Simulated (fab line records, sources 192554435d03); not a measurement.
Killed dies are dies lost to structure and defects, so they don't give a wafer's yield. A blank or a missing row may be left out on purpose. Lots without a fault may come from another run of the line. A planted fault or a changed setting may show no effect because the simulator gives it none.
Split-lot experiment | flow n5_finfet | 7 lots, 21 wafers read, on a route of 1938 steps

THE SPLIT
At N5_BEOL_M1_ILD_DEP_00 (deposits SiOC from DEMS/O2, target thk 79 nm, time 15.3 s), the setting time_s was moved away from the recipe's 15.3 s on 6 of the 21 wafers read, by -7.3% to +13.6%. The other wafers ran this setting at the recipe's value.

The file shows no step between the split and the reading.

THE READING
M1_ILD_THK, in nm, at N5_BEOL_M1_THK_MEAS_01. Fault-free wafers of this fab line usually give 78.9 nm, standard deviation 0.98 nm.

wafer  | tool, chamber at the split | time_s as run, s | against the recipe | M1_ILD_THK, nm | against lot-mates on the recipe
L079.1 | pecvd-01, 0                | 15.3             | recipe             | 77.5           | -
L079.5 | pecvd-01, 2                | 15.3             | recipe             | 80.0           | -
L079.6 | pecvd-01, 1                | 14.19            | -7.3%              | 74.5           | -4.2
L084.4 | pecvd-02, 1                | 15.3             | recipe             | 79.3           | -
L084.5 | pecvd-02, 2                | 17.38            | +13.6%             | 89.5           | +10.1
L084.6 | pecvd-02, 0                | 15.3             | recipe             | 79.5           | -
L087.2 | pecvd-02, 1                | 15.3             | recipe             | 78.2           | -
L087.4 | pecvd-02, 0                | 15.3             | recipe             | 79.4           | -
L087.5 | pecvd-02, 1                | 15.3             | recipe             | 79.2           | -
L089.1 | pecvd-02, 0                | 15.3             | recipe             | 78.5           | -
L089.3 | pecvd-02, 1                | 14.69            | -4.0%              | 74.6           | -3.9
L089.6 | pecvd-02, 1                | 14.69            | -4.0%              | 74.7           | -3.8
L091.3 | pecvd-02, 0,1              | 15.3             | recipe             | 79.1           | -
L091.4 | pecvd-02, 0,1              | 15.3             | recipe             | 79.1           | -
L091.6 | pecvd-02, 1                | 15.3             | recipe             | 78.8           | -
L092.2 | pecvd-01, 2                | 15.3             | recipe             | 79.7           | -
L092.4 | pecvd-01, 2                | 15.3             | recipe             | 80.4           | -
L092.6 | pecvd-01, 1                | 15.3             | recipe             | 81.5           | -
L093.3 | pecvd-02, 1                | 16.04            | +4.8%              | 82.8           | +3.1
L093.5 | pecvd-02, 0                | 16.04            | +4.8%              | 82.7           | +3.0
L093.6 | pecvd-02, 1                | 15.3             | recipe             | 79.7           | -
Where a row lists several chambers, the file gives one row for several wafers and doesn't say which wafer went through which chamber.

THE FIT
A straight line over all 21 wafers: M1_ILD_THK changes by +0.775 nm for each +1% of time_s; r = +0.96; the points scatter about the line by 0.97 nm.
The same after taking each lot's own level away (the mean of its wafers on the recipe; 21 wafers): +0.724 nm for each +1%; r = +0.97; scatter 0.68 nm.
On that fit, the largest move of time_s shifts the reading by 9.8 nm.
The lots' own levels span 78.50 to 80.53 nm, that is 2.1 times the standard deviation above.
So the lot-to-lot level changes the slope little: the two slopes agree.
Check: with one of the wafers moved furthest among these (+13.6%) left out of the fit, the line predicts +9.27 nm for it against its lot-mates. It came out at +10.1 nm against them.

OTHER SPLITS ON THESE WAFERS
These wafers also went through other splits before the reading. Each is held against what the fit with the lots' levels taken away leaves over:
other split on the same wafers            | wafers away from the commonest value | r with M1_ILD_THK (lot level and that fit taken away)
N5_BEOL_M0_TRENCH_ETCH_107 target_depth_a | 5                                    | -0.24

THE WHOLE CHAIN: every reading that the file lists as answering this split, in the file's order
step                   | what it does                                              | reading                                                                            | change (the file's fit)               | r (the file's)
N5_BEOL_M1_ILD_DEP_00  | deposits SiOC from DEMS/O2, target thk 79 nm, time 15.3 s | SiOC_of_BEOL_M1_ILD_DEP_00.thk_nm (the simulator's own value, which no gauge read) | +0.708 nm for each +1% of the setting | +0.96
N5_BEOL_M1_THK_MEAS_01 |                                                           | M1_ILD_THK                                                                         | +0.717 for each +1% of the setting    | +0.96

THE FILE'S OWN FIT
M1_ILD_THK changes by +0.717 nm for each +1% of time_s, r = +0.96.
